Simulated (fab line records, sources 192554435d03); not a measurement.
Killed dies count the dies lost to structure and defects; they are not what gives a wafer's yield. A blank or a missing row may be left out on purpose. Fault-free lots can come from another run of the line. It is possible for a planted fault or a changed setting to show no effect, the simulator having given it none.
8D (eight disciplines) problem report, filled in by code + flow n5-finfet + the parts of the form that need people (team, actions taken, sign-off) are left out

1. THE ISSUE
N5_BEOL_M11_CVD_75, run-length-s: mean 164.1 s over 1 wafer from 1 lot; wafers with no fault: 161.8 s, standard deviation 0.46. Measured from the usual mean, that is +5.0 standard deviations.
The step: deposits Co from CCTBA/H2, target thk 2 nm, time 138.9 s.
First seen on wafer L329.1, day 12 14:04, on cvd-co-01. The record has a number at this step for 31 wafers belonging to 12 lots. By rule, "out" or "out of limits" means more than 4 standard deviations away from the usual mean. The other wafers with a number count as sound.

2. WHAT IT IS; WHAT IT IS NOT
| question                    | is                | is not                                                                                                   |
|-----------------------------|-------------------|----------------------------------------------------------------------------------------------------------|
| which readings at this step | run-length-s      | -                                                                                                        |
| which lots                  | L329              | L322, L323, L324, L325, L332, L336, L337, L341, L342, L343, L344                                         |
| which wafers of those lots  | L329.1            | L329.5                                                                                                   |
| read on which tools         | cvd-co-01         | cvd-co-02                                                                                                |
| when                        | from day 12 14:04 | up to then (13 sound wafers); but 17 sound wafers of L332, L336, L337, L341, L342, L343, L344 came after |

3. SUSPECTS, AND WHAT RULES EACH OUT
Counting: any tool at a process step up to the reading remains a suspect provided it ran every lot that is out. Sound lots after the first of them don't rule it out here, since some wafers of a struck lot are sound.
- rie-diel-02 at N5_BEOL_M11_ETCH_65 (etches SiARC in CF4, target depth 39 nm, time 65 s): kept. It ran the lot that is out, L329 (day 12 12:24).
- rie-diel-02 at N5_BEOL_M11_STRIP_36 (strips in N2/H2): kept. It ran the lot that is out, L329 (day 12 12:38).
- pvd-sputter-01 at N5_BEOL_M11_SURFACE_TREAT_76: kept. It processed L329, the lot that is out, at day 12 13:59, and its most recent sound lot before then was L325 at day 11 19:40.
- cvd-co-01 at N5_BEOL_M11_CVD_75 (deposits Co from CCTBA/H2, target thk 2 nm, time 138.9 s): kept. It processed L329, the lot that is out, at day 12 14:04, and its most recent sound lot before then was L325 at day 11 19:47. Out on those wafers are its own readings of run-length-s.
- Within rie-diel-02 at N5_BEOL_M11_ETCH_65: the wafers that are out ran in chamber 1; their sound lot-mates ran in chamber 3.
- Within rie-diel-02 at N5_BEOL_M11_STRIP_36: the wafers that are out ran in chamber 1; their sound lot-mates ran in chamber 3.
- Within cvd-co-01 at N5_BEOL_M11_CVD_75: the wafers that are out ran in chamber 0; their sound lot-mates ran in chamber 1.
Left after counting: rie-diel-02 at N5_BEOL_M11_ETCH_65, rie-diel-02 at N5_BEOL_M11_STRIP_36, pvd-sputter-01 at N5_BEOL_M11_SURFACE_TREAT_76, cvd-co-01 at N5_BEOL_M11_CVD_75.

4. THE CAUSE (what the simulator had put in)
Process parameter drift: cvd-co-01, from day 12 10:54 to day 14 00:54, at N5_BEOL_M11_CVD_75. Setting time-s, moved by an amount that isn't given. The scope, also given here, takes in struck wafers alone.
Counting left 4 suspects, and this tool is among them.

5. THE EFFECT CHAIN, in route order
Each row: a reading where the mean over the struck wafers with a number is more than 3 standard deviations away from the usual. Readings are gone through only where the record gives a usual standard deviation; hours: the median, over the lots, of the time from a lot's start at the first step in this table giving one to that lot's start at this step; sigmas: the change measured in usual standard deviations.
| hours | step               | reading      | usual   | on struck wafers | change | sigmas |
|-------|--------------------|--------------|---------|------------------|--------|--------|
| 0     | N5_BEOL_M11_CVD_75 | run-length-s | 161.8 s | 164.1            | +2.3   | +5.0   |
Process steps it contains:
- N5_BEOL_M11_CVD_75: deposits Co from CCTBA/H2, target thk 2 nm, time 138.9 s.

6. HOW IT WOULD HAVE BEEN CAUGHT EARLIER
In this record the first reading out of limits was taken at day 12 14:04, 3 hours after the fault began at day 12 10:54.
